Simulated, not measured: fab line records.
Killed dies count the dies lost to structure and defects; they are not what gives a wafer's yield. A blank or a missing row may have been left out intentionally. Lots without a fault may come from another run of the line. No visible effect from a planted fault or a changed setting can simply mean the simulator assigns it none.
Split-lot study ; flow n5Finfet ; 21 wafers read across 7 lots, on a route 1938 steps long

## SPLIT DETAILS
At N5_BEOL_M0_SAQP_EXPOSE_37 (exposes mask M0 CUT1, target cd 30 nm), the setting doseMj was moved away from the recipe's 44.75 on 5 of the 21 wafers read, by -4.9% to +3.8%. All remaining wafers had this setting at the recipe value.

## FROM THE SPLIT TO THE READING: what the file shows between them, 3 steps
- N5_BEOL_M0_SAQP_PEB_38: peb time 60 s
- N5_BEOL_M0_SAQP_DEVELOP_39: develop time 30 s
- N5_BEOL_M0_SAQP_DESCUM_45: chemistry O2, time 7 s

## THE READING
BEOL_M0_SAQP.cdNm (the simulator's own value, which no gauge read), in nm, at N5_BEOL_M0_SAQP_ETCH_88 (etches underlayer in N2/H2, target depth 6.5 nm, time 5.2 s). The file gives no usual value for it. The 16 wafers here that ran the recipe average 30.0 nm, standard deviation 0.28 nm.

wafer;tool, chamber at the split;doseMj as run;against the recipe;BEOL_M0_SAQP.cdNm, nm;against lot-mates on the recipe
L080.1;euvScanner-01, 0;43.13;-3.6%;29.2;-0.8
L080.2;euvScanner-01, 0;43.13;-3.6%;29.2;-0.8
L080.3;euvScanner-01, 0;44.75;recipe;30;-
L082.2;euvScanner-01, 0;44.75;recipe;30.4;-
L082.3;euvScanner-01, 0;44.75;recipe;30.4;-
L082.6;euvScanner-01, 0;44.75;recipe;30.6;-
L085.4;euvScanner-01, 0;43.47;-2.9%;29;-0.9
L085.5;euvScanner-01, 0;44.75;recipe;30;-
L085.6;euvScanner-01, 0;44.75;recipe;29.8;-
L088.1;euvScanner-01, 0;44.75;recipe;29.8;-
L088.5;euvScanner-01, 0;42.56;-4.9%;28.8;-1.2
L088.6;euvScanner-01, 0;44.75;recipe;30.2;-
L094.1;euvScanner-01, 0;44.75;recipe;29.6;-
L094.2;euvScanner-01, 0;44.75;recipe;29.8;-
L094.5;euvScanner-01, 0;46.47;+3.8%;30.6;+0.9
L096.3;euvScanner-02, 0;44.75;recipe;30.2;-
L096.4;euvScanner-02, 0;44.75;recipe;30.2;-
L096.5;euvScanner-02, 0;44.75;recipe;30.2;-
L097.3;euvScanner-02, 0;44.75;recipe;29.6;-
L097.4;euvScanner-02, 0;44.75;recipe;29.8;-
L097.6;euvScanner-02, 0;44.75;recipe;30;-

THE FIT
A straight line over all 21 wafers: BEOL_M0_SAQP.cdNm changes by +0.23 nm for each +1% of doseMj; r = +0.84; the points scatter about the line by 0.28 nm.
The same after taking each lot's own level away (the mean of its wafers on the recipe; 21 wafers): +0.241 nm for each +1%; r = +0.97; scatter 0.12 nm.
That fit puts the effect of the largest move of doseMj on the reading at 1.2 nm.
From 29.70 to 30.47 nm: that is the span of the lots' own levels, equal to 2.7 times the standard deviation above.
The two slopes are in agreement: the lot-to-lot level therefore moves the slope only a little.
Check: with one of the wafers moved furthest among these (-4.9%) left out of the fit, the line predicts -1.18 nm for it against its lot-mates. Against them it came out at -1.2 nm.

## THE OTHER SPLITS THESE WAFERS WENT THROUGH
Before the reading, these wafers also passed through other splits. Each is held against what the fit with the lots' levels taken away leaves over:
other split on the same wafers;wafers away from the commonest value;r with BEOL_M0_SAQP.cdNm (lot level and that fit taken away)
N5_MOL_CONTACT_COAG_ETCH_105 biasW;7;-0.05
N5_MOL_CONTACT_COAG_EXPOSE_81 doseMj;12;-0.37
N5_MOL_CONTACT_COAG_ETCH_91 timeS;6;-0.26
N5_BEOL_M0_SAQP_DESCUM_19 timeS;7;+0.07
N5_BEOL_M0_SAQP_COAT_72 spinRpm;5;+0.22

## THE WHOLE CHAIN: every reading that the file lists as answering this split, in the file's order
step;what it does;reading;change (the file's fit);r (the file's)
N5_BEOL_M0_SAQP_DESCUM_45;chemistry O2, time 7 s;BEOL_M0_SAQP.cdNm (the simulator's own value, which no gauge read);+0.227 nm for each +1% of the setting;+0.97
N5_BEOL_M0_SAQP_ETCH_88;etches underlayer in N2/H2, target depth 6.5 nm, time 5.2 s;BEOL_M0_SAQP.cdNm (the simulator's own value, which no gauge read);+0.247 nm for each +1% of the setting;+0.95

## THE FILE'S OWN FIT
BEOL_M0_SAQP.cdNm changes by +0.247 nm for each +1% of doseMj, r = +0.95.
